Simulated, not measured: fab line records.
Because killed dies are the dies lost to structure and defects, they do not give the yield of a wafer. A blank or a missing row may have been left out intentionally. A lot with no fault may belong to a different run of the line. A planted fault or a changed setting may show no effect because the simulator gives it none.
Which tool did it? || flow n5_finfet || 11 lots with 33 wafers sampled at 5 steps, on a route of 1938 steps

== WHAT EACH GAUGE READ, for each wafer ==
N5_BEOL_M0_INSPECT_127: inspects for defects (darkfield). Usual: 73 for raw_defect_count, sd 26.
{"lot": "L150", "measured": "day 6 02:02", "on": "defect_inspect-02", "raw_defect_count": "65 61 54", "flag": ""}
{"lot": "L153", "measured": "day 6 18:17", "on": "defect_inspect-02", "raw_defect_count": "71 49 63", "flag": ""}
{"lot": "L155", "measured": "day 7 10:34", "on": "defect_inspect-01", "raw_defect_count": "79 43 82", "flag": ""}
{"lot": "L156", "measured": "day 7 12:58", "on": "defect_inspect-02", "raw_defect_count": "60 60 47", "flag": ""}
{"lot": "L157", "measured": "day 7 17:19", "on": "defect_inspect-02", "raw_defect_count": "81 68 66", "flag": ""}
{"lot": "L159", "measured": "day 8 05:31", "on": "defect_inspect-02", "raw_defect_count": "76 77 45", "flag": ""}
{"lot": "L160", "measured": "day 8 21:53", "on": "defect_inspect-02", "raw_defect_count": "87 31 82", "flag": ""}
{"lot": "L161", "measured": "day 9 01:01", "on": "defect_inspect-02", "raw_defect_count": "69 93 122", "flag": ""}
{"lot": "L166", "measured": "day 10 04:43", "on": "defect_inspect-02", "raw_defect_count": "95 45 80", "flag": ""}
{"lot": "L171", "measured": "day 11 02:25", "on": "defect_inspect-01", "raw_defect_count": "84 76 44", "flag": ""}
{"lot": "L172", "measured": "day 11 09:58", "on": "defect_inspect-01", "raw_defect_count": "95 74 91", "flag": ""}

N5_BEOL_M1_OVL_MEAS_12. Usual: for M1_OVL the level is 0.1 nm and the standard deviation is 0.66.
{"lot": "L150", "measured": "day 6 05:02", "on": "overlay-02", "M1_OVL (nm)": "-0.8 -0.5 -0.4", "flag": ""}
{"lot": "L153", "measured": "day 6 20:25", "on": "overlay-01", "M1_OVL (nm)": "1.0 0.5 0.2", "flag": ""}
{"lot": "L155", "measured": "day 7 12:47", "on": "overlay-01", "M1_OVL (nm)": "0.1 0.0 -0.1", "flag": ""}
{"lot": "L156", "measured": "day 7 16:04", "on": "overlay-02", "M1_OVL (nm)": "0.4 -0.6 1.2", "flag": ""}
{"lot": "L157", "measured": "day 7 18:14", "on": "overlay-01", "M1_OVL (nm)": "-0.8 -0.3 0.6", "flag": ""}
{"lot": "L159", "measured": "day 8 09:47", "on": "overlay-02", "M1_OVL (nm)": "0.3 -0.6 0.1", "flag": ""}
{"lot": "L160", "measured": "day 8 23:41", "on": "overlay-02", "M1_OVL (nm)": "0.2 0.2 -0.4", "flag": ""}
{"lot": "L161", "measured": "day 9 02:15", "on": "overlay-01", "M1_OVL (nm)": "-0.1 -0.3 -0.5", "flag": ""}
{"lot": "L166", "measured": "day 10 07:14", "on": "overlay-02", "M1_OVL (nm)": "-0.9 -0.6 -1.6", "flag": ""}
{"lot": "L171", "measured": "day 11 03:41", "on": "overlay-02", "M1_OVL (nm)": "-0.4 -0.1 -1.3", "flag": ""}
{"lot": "L172", "measured": "day 11 12:52", "on": "overlay-01", "M1_OVL (nm)": "-0.5 0.7 0.6", "flag": ""}

N5_BEOL_M4_RC_MEAS_101. Usual: DIBL_N 36.0 mV/V, standard deviation 1.9; DIBL_P 35.6 mV/V, standard deviation 2.2; IOFF_N 0.15 nA/um, standard deviation 0.031; IOFF_P 0.19 nA/um, standard deviation 0.032; ION_N 668 uA/um, standard deviation 11; ION_P 455 uA/um, standard deviation 7.2; SS_N 71.5 mV/dec, standard deviation 0.65; SS_P 73.4 mV/dec, standard deviation 0.64; VT_N 251 mV, standard deviation 3.6; VT_P -253 mV, standard deviation 3.3.
{"lot": "L150", "measured": "day 8 22:11", "on": "prober-01", "DIBL_N (mV/V)": "36.4 35.7 37.5", "DIBL_P (mV/V)": "35.6 34.2 36.3", "IOFF_N (nA/um)": "0.15 0.14 0.17", "IOFF_P (nA/um)": "0.21 0.19 0.22", "ION_N (uA/um)": "671 664 675", "ION_P (uA/um)": "461 460 457", "SS_N (mV/dec)": "70.7 70.1 71.0", "SS_P (mV/dec)": "73.6 73.3 73.7", "VT_N (mV)": "249 251 250", "VT_P (mV)": "-249 -251 -250", "flag": ""}
{"lot": "L153", "measured": "day 10 10:39", "on": "prober-02", "DIBL_N (mV/V)": "38.1 36.1 35.0", "DIBL_P (mV/V)": "37.8 36.1 33.9", "IOFF_N (nA/um)": "0.20 0.16 0.15", "IOFF_P (nA/um)": "0.23 0.20 0.17", "ION_N (uA/um)": "685 676 665", "ION_P (uA/um)": "463 459 453", "SS_N (mV/dec)": "71.4 71.4 71.7", "SS_P (mV/dec)": "73.6 73.3 72.9", "VT_N (mV)": "241 251 251", "VT_P (mV)": "-249 -253 -254", "flag": ""}
{"lot": "L155", "measured": "day 11 01:40", "on": "prober-02", "DIBL_N (mV/V)": "33.2 38.8 34.7", "DIBL_P (mV/V)": "32.0 39.7 34.8", "IOFF_N (nA/um)": "0.11 0.21 0.13", "IOFF_P (nA/um)": "0.14 0.25 0.18", "ION_N (uA/um)": "649 672 658", "ION_P (uA/um)": "441 453 454", "SS_N (mV/dec)": "72.3 73.0 71.3", "SS_P (mV/dec)": "71.9 73.9 73.4", "VT_N (mV)": "260 246 255", "VT_P (mV)": "-256 -249 -252", "flag": ""}
{"lot": "L156", "measured": "day 11 01:13", "on": "prober-01", "DIBL_N (mV/V)": "37.8 38.2 36.1", "DIBL_P (mV/V)": "38.5 39.4 37.7", "IOFF_N (nA/um)": "0.18 0.19 0.16", "IOFF_P (nA/um)": "0.21 0.23 0.21", "ION_N (uA/um)": "682 678 677", "ION_P (uA/um)": "457 459 466", "SS_N (mV/dec)": "72.4 72.5 71.5", "SS_P (mV/dec)": "73.8 73.5 73.6", "VT_N (mV)": "249 249 248", "VT_P (mV)": "-252 -253 -252", "flag": ""}
{"lot": "L157", "measured": "day 11 06:08", "on": "prober-01", "DIBL_N (mV/V)": "35.6 35.2 37.1", "DIBL_P (mV/V)": "33.8 34.4 36.4", "IOFF_N (nA/um)": "0.12 0.12 0.16", "IOFF_P (nA/um)": "0.16 0.16 0.20", "ION_N (uA/um)": "663 653 662", "ION_P (uA/um)": "451 453 452", "SS_N (mV/dec)": "71.1 70.9 71.8", "SS_P (mV/dec)": "72.4 73.9 73.0", "VT_N (mV)": "253 254 251", "VT_P (mV)": "-256 -254 -253", "flag": ""}
{"lot": "L159", "measured": "day 12 13:13", "on": "prober-02", "DIBL_N (mV/V)": "33.7 35.4 32.5", "DIBL_P (mV/V)": "33.8 35.8 33.3", "IOFF_N (nA/um)": "0.13 0.15 0.12", "IOFF_P (nA/um)": "0.17 0.20 0.17", "ION_N (uA/um)": "657 668 651", "ION_P (uA/um)": "458 461 450", "SS_N (mV/dec)": "71.4 71.9 71.5", "SS_P (mV/dec)": "72.4 73.1 72.8", "VT_N (mV)": "254 248 256", "VT_P (mV)": "-252 -252 -252", "flag": ""}
{"lot": "L160", "measured": "day 13 00:28", "on": "prober-01", "DIBL_N (mV/V)": "33.1 33.8 32.3", "DIBL_P (mV/V)": "33.0 33.7 31.0", "IOFF_N (nA/um)": "0.11 0.12 0.10", "IOFF_P (nA/um)": "0.17 0.17 0.14", "ION_N (uA/um)": "663 661 658", "ION_P (uA/um)": "455 454 449", "SS_N (mV/dec)": "70.5 71.3 70.5", "SS_P (mV/dec)": "72.5 73.3 73.1", "VT_N (mV)": "251 250 255", "VT_P (mV)": "-254 -253 -256", "flag": ""}
{"lot": "L161", "measured": "day 13 04:21", "on": "prober-02", "DIBL_N (mV/V)": "33.7 33.0 34.4", "DIBL_P (mV/V)": "31.6 31.3 33.1", "IOFF_N (nA/um)": "0.12 0.12 0.13", "IOFF_P (nA/um)": "0.15 0.15 0.17", "ION_N (uA/um)": "657 653 658", "ION_P (uA/um)": "449 451 456", "SS_N (mV/dec)": "70.3 70.8 70.9", "SS_P (mV/dec)": "73.2 72.9 73.0", "VT_N (mV)": "254 254 253", "VT_P (mV)": "-255 -258 -253", "flag": ""}
{"lot": "L166", "measured": "day 13 20:47", "on": "prober-01", "DIBL_N (mV/V)": "34.9 35.5 33.6", "DIBL_P (mV/V)": "35.3 36.0 34.6", "IOFF_N (nA/um)": "0.14 0.15 0.13", "IOFF_P (nA/um)": "0.18 0.20 0.18", "ION_N (uA/um)": "667 662 667", "ION_P (uA/um)": "454 450 461", "SS_N (mV/dec)": "71.1 71.2 71.0", "SS_P (mV/dec)": "73.0 73.4 73.0", "VT_N (mV)": "251 249 251", "VT_P (mV)": "-253 -248 -252", "flag": ""}
{"lot": "L171", "measured": "day 14 13:58", "on": "prober-02", "DIBL_N (mV/V)": "38.4 35.8 36.5", "DIBL_P (mV/V)": "38.5 34.8 36.0", "IOFF_N (nA/um)": "0.20 0.15 0.17", "IOFF_P (nA/um)": "0.25 0.20 0.22", "ION_N (uA/um)": "679 679 675", "ION_P (uA/um)": "460 463 465", "SS_N (mV/dec)": "72.8 71.7 72.1", "SS_P (mV/dec)": "73.9 73.3 74.1", "VT_N (mV)": "247 251 250", "VT_P (mV)": "-249 -251 -252", "flag": ""}
{"lot": "L172", "measured": "day 14 21:43", "on": "prober-02", "DIBL_N (mV/V)": "33.1 34.7 34.6", "DIBL_P (mV/V)": "33.5 35.8 37.0", "IOFF_N (nA/um)": "0.11 0.13 0.14", "IOFF_P (nA/um)": "0.13 0.16 0.17", "ION_N (uA/um)": "662 666 665", "ION_P (uA/um)": "444 443 449", "SS_N (mV/dec)": "70.6 71.6 71.9", "SS_P (mV/dec)": "72.9 73.6 74.3", "VT_N (mV)": "259 255 252", "VT_P (mV)": "-262 -262 -259", "flag": ""}

== EACH LOT AND THE TOOL THAT RAN IT (in order: tool; ch and the chambers of the sampled wafers; start) ==
{"lot": "L150", "N5_BEOL_M1_HM_DEP_02": "pvd_sputter-03, day 6 04:37", "N5_BEOL_M1_COAT_67": "litho_track-01 ch 0, day 6 06:19"}
{"lot": "L153", "N5_BEOL_M1_HM_DEP_02": "pvd_sputter-03, day 6 20:00", "N5_BEOL_M1_COAT_67": "litho_track-03 ch 0, day 6 20:58"}
{"lot": "L155", "N5_BEOL_M1_HM_DEP_02": "pvd_sputter-01, day 7 12:15", "N5_BEOL_M1_COAT_67": "litho_track-05 ch 0, day 7 13:21"}
{"lot": "L156", "N5_BEOL_M1_HM_DEP_02": "pvd_sputter-02, day 7 15:38", "N5_BEOL_M1_COAT_67": "litho_track-01 ch 0, day 7 17:07"}
{"lot": "L157", "N5_BEOL_M1_HM_DEP_02": "pvd_sputter-03, day 7 17:41", "N5_BEOL_M1_COAT_67": "litho_track-03 ch 0, day 7 18:47"}
{"lot": "L159", "N5_BEOL_M1_HM_DEP_02": "pvd_sputter-01, day 8 09:13", "N5_BEOL_M1_COAT_67": "litho_track-01 ch 0, day 8 10:20"}
{"lot": "L160", "N5_BEOL_M1_HM_DEP_02": "pvd_sputter-02, day 8 23:16", "N5_BEOL_M1_COAT_67": "litho_track-03 ch 0, day 9 00:31"}
{"lot": "L161", "N5_BEOL_M1_HM_DEP_02": "pvd_sputter-01, day 9 01:49", "N5_BEOL_M1_COAT_67": "litho_track-05 ch 0, day 9 02:47"}
{"lot": "L166", "N5_BEOL_M1_HM_DEP_02": "pvd_sputter-02, day 10 06:40", "N5_BEOL_M1_COAT_67": "litho_track-05 ch 0, day 10 08:20"}
{"lot": "L171", "N5_BEOL_M1_HM_DEP_02": "pvd_sputter-02, day 11 03:08", "N5_BEOL_M1_COAT_67": "litho_track-05 ch 0, day 11 04:34"}
{"lot": "L172", "N5_BEOL_M1_HM_DEP_02": "pvd_sputter-03, day 11 12:19", "N5_BEOL_M1_COAT_67": "litho_track-05 ch 0, day 11 15:00"}
- N5_BEOL_M1_HM_DEP_02: deposits TiN, target thk 20 nm.
- N5_BEOL_M1_COAT_67: time 60 s, resist thk 60 nm.

== WHAT THE TOOLS THEMSELVES READ (means of the sampled wafers that have a number; where no wafer has one, the mark that the record gives instead) ==
N5_BEOL_M1_HM_DEP_02. Usual: 29.8 % for throttle_valve_pct, sd 0.68.
{"lot": "L150", "tool": "pvd_sputter-03", "throttle_valve_pct (%)": 29.5, "flag": ""}
{"lot": "L153", "tool": "pvd_sputter-03", "throttle_valve_pct (%)": 30.0, "flag": ""}
{"lot": "L155", "tool": "pvd_sputter-01", "throttle_valve_pct (%)": 29.6, "flag": ""}
{"lot": "L156", "tool": "pvd_sputter-02", "throttle_valve_pct (%)": 30.0, "flag": ""}
{"lot": "L157", "tool": "pvd_sputter-03", "throttle_valve_pct (%)": 30.4, "flag": ""}
{"lot": "L159", "tool": "pvd_sputter-01", "throttle_valve_pct (%)": 30.3, "flag": ""}
{"lot": "L160", "tool": "pvd_sputter-02", "throttle_valve_pct (%)": 29.7, "flag": ""}
{"lot": "L161", "tool": "pvd_sputter-01", "throttle_valve_pct (%)": 30.2, "flag": ""}
{"lot": "L166", "tool": "pvd_sputter-02", "throttle_valve_pct (%)": 29.9, "flag": ""}
{"lot": "L171", "tool": "pvd_sputter-02", "throttle_valve_pct (%)": 29.6, "flag": ""}
{"lot": "L172", "tool": "pvd_sputter-03", "throttle_valve_pct (%)": 29.9, "flag": ""}

N5_BEOL_M1_COAT_67. Usual: plate_temp_C 250.00 C, standard deviation 0.19; spin_speed_rpm 1499.9 rpm, standard deviation 1.1.
{"lot": "L150", "tool": "litho_track-01", "plate_temp_C (C)": 249.78, "spin_speed_rpm (rpm)": 1500.0, "flag": ""}
{"lot": "L153", "tool": "litho_track-03", "plate_temp_C (C)": 249.96, "spin_speed_rpm (rpm)": 1500.0, "flag": ""}
{"lot": "L155", "tool": "litho_track-05", "plate_temp_C (C)": 249.92, "spin_speed_rpm (rpm)": 1500.6, "flag": ""}
{"lot": "L156", "tool": "litho_track-01", "plate_temp_C (C)": 250.07, "spin_speed_rpm (rpm)": 1499.4, "flag": ""}
{"lot": "L157", "tool": "litho_track-03", "plate_temp_C (C)": 250.02, "spin_speed_rpm (rpm)": 1499.1, "flag": ""}
{"lot": "L159", "tool": "litho_track-01", "plate_temp_C (C)": 249.96, "spin_speed_rpm (rpm)": 1500.0, "flag": ""}
{"lot": "L160", "tool": "litho_track-03", "plate_temp_C (C)": 250.21, "spin_speed_rpm (rpm)": 1499.3, "flag": ""}
{"lot": "L161", "tool": "litho_track-05", "plate_temp_C (C)": 250.03, "spin_speed_rpm (rpm)": 1500.3, "flag": ""}
{"lot": "L166", "tool": "litho_track-05", "plate_temp_C (C)": 249.96, "spin_speed_rpm (rpm)": 1498.8, "flag": ""}
{"lot": "L171", "tool": "litho_track-05", "plate_temp_C (C)": 249.81, "spin_speed_rpm (rpm)": 1425.1, "flag": "OFF"}
{"lot": "L172", "tool": "litho_track-05", "plate_temp_C (C)": 250.07, "spin_speed_rpm (rpm)": 1424.0, "flag": "OFF"}

== THE ANSWER, worked out from the rows above alone ==
Rule: a lot counts as off when the mean over its wafers that have a number is more than 3 standard deviations away from the usual mean. A lot without any number at a reading at which 4 lots or more have one is off too. Any other lot the step has rows for is counted as sound. First the gauges in route order, then the tools' own readings, where a lot's mean is used as printed above. At the first step where some lot is off, the reading lying furthest off is the one used; lots without a number count as furthest.
Off, at N5_BEOL_M1_COAT_67 on spin_speed_rpm: L171, L172.
A tool fits if, at that step or a process step before it, it ran every lot that is off, and no sound lot after the first of them. One candidate fits, namely litho_track-05 at N5_BEOL_M1_COAT_67. A fault onset in the window from L166 (day 10 08:20, its last sound lot) to L171 (day 11 04:34, its first lot off) fits.
The tool's own readings at N5_BEOL_M1_COAT_67 bear it out: on the lots that are off they differ by more than 5 times the standard deviation of the sound lots' means. spin_speed_rpm reads 1424.5 rpm there against 1499.7 rpm on the sound lots.

== WHAT THE SIMULATOR PUT IN ==
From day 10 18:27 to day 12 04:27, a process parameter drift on litho_track-05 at N5_BEOL_M1_COAT_67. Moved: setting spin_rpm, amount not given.
Struck lots among those shown: L171, L172. The rule above found the same.
